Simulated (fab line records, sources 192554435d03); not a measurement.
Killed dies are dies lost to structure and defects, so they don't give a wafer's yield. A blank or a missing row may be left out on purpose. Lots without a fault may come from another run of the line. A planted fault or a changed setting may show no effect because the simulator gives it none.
A struck lot beside a sound one | flow n5_finfet | 15 steps out of a route of 1938
Sound: wafers L567.1, L567.4, L567.5. Struck: wafer L569.3. (L569.2, L569.6 of the same lot were not struck and are left out.) The cause comes at the end.
At each step with rows: each side's tool, then ch and its chambers, then its first start. Under that, the readings that differ: sound wafers | struck wafers | difference of the means | sigmas: that difference in standard deviations of wafers without a fault.
alike: readings whose means differ by less than 2 such deviations, and words and numbers that are the same on both sides. not compared: withheld readings, readings that some wafer has no value for, bounds like >300 that may hide the same value, and numbers for which the record gives no deviation and whose values overlap.
The two part at a step that has a row with sigmas, a row that says differs or no value, or rows on one side only. Numbers that don't overlap but have no deviation are shown without sigmas and don't part them. A reading that every wafer of one side lacks parts them only if that side has two wafers or more.

first, 8 steps without rows for these wafers: N5_FIN_CUT_COAT_19 (time 60 s, resist thk 20 nm); N5_FIN_CUT_COAT_29 (time 60 s, resist thk 10 nm); N5_FIN_CUT_COAT_02 (resist thk 30 nm); N5_FIN_CUT_EBR_04; N5_FIN_CUT_SOFTBAKE_03 (time 60 s); N5_FIN_CUT_EXPOSE_05 (exposes mask FIN CUT); N5_FIN_CUT_PEB_06 (peb time 60 s); N5_FIN_CUT_DEVELOP_07 (develop time 30 s).
N5_FIN_CUT_CD_MEAS_08: target cd 29.1 nm.
  sound on cd_sem-03 ch 0, day 3 02:22; struck on cd_sem-02 ch 0, day 3 15:10
  alike: cd_nm
N5_FIN_CUT_OVL_MEAS_09:
  sound on overlay-02 ch 0, day 3 02:24; struck on overlay-01 ch 0, day 3 15:11
  alike: FIN_CUT_OVL
N5_FIN_CUT_INSPECT_10: inspects for defects (brightfield).
  sound on defect_inspect-02, day 3 02:27; struck on defect_inspect-02, day 3 15:15
  reading          | sound    | struck | difference | sigmas
  raw_defect_count | 47 51 58 | 26     | -26        | -2
N5_FIN_CUT_DESCUM_13: chemistry O2, time 7 s.
  sound on rie_diel-03 ch 0,3, day 3 02:29; struck on rie_diel-01 ch 2, day 3 15:17
  alike: drypump_motor_current_A, oes_product_au, rf_fwd_power_W, rf_vpp_V, showerhead_plenum_p_Torr, throttle_valve_pct
  not compared: rf_hours_counter_h
N5_FIN_CUT_ETCH_30: etches underlayer in N2/H2, target depth 13 nm, time 10.4 s.
  sound on rie_diel-03 ch 0,3, day 3 02:31; struck on rie_diel-01 ch 2, day 3 15:19
  reading               | sound             | struck | difference | sigmas
  etch_rf_on_time_s (s) | 10.42 10.41 10.56 | 6.30   | -4.16      | -15
  oes_product_au (a.u.) | 0.60 0.62 0.59    | 0.98   | +0.38      | +5
  alike: drypump_motor_current_A, rf_fwd_power_W, rf_vpp_V, showerhead_plenum_p_Torr, throttle_valve_pct
  not compared: rf_hours_counter_h
N5_FIN_CUT_ETCH_20: etches SiARC in CF4, target depth 26 nm, time 43.3 s.
  sound on rie_diel-03 ch 0,3, day 3 02:32; struck on rie_diel-01 ch 2, day 3 15:20
  reading               | sound          | struck | difference | sigmas
  etch_rf_on_time_s (s) | 44.1 42.8 44.0 | 40.9   | -2.7       | -2
  oes_product_au (a.u.) | 0.59 0.62 0.58 | 0.74   | +0.14      | +2
  alike: drypump_motor_current_A, rf_fwd_power_W, rf_vpp_V, showerhead_plenum_p_Torr, throttle_valve_pct
  not compared: rf_hours_counter_h
-- the record jumps here: 6 days lie between the struck wafers' starts before and after (it left off in module FIN_CUT and takes up again in module BEOL_M4, whose first step shown is number 1111 of the route) --
N5_BEOL_M4_RC_MEAS_101:
  sound on prober-02 ch 0, day 8 17:53; struck on prober-01 ch 0, day 9 10:38
  reading       | sound          | struck | difference | sigmas
  DIBL_N (mV/V) | 33.6 34.8 33.9 | 37.8   | +3.7       | +2
  ION_N (uA/um) | 648 660 656    | 680    | +25        | +2
  SS_P (mV/dec) | 72.3 72.5 72.9 | 74.1   | +1.5       | +3
  alike: DIBL_P, IOFF_N, IOFF_P, ION_P, SS_N, VT_N, VT_P

WHERE THEY PART
First at N5_FIN_CUT_INSPECT_10; last, within this record, at N5_BEOL_M4_RC_MEAS_101.

WHY: what the simulator had put in
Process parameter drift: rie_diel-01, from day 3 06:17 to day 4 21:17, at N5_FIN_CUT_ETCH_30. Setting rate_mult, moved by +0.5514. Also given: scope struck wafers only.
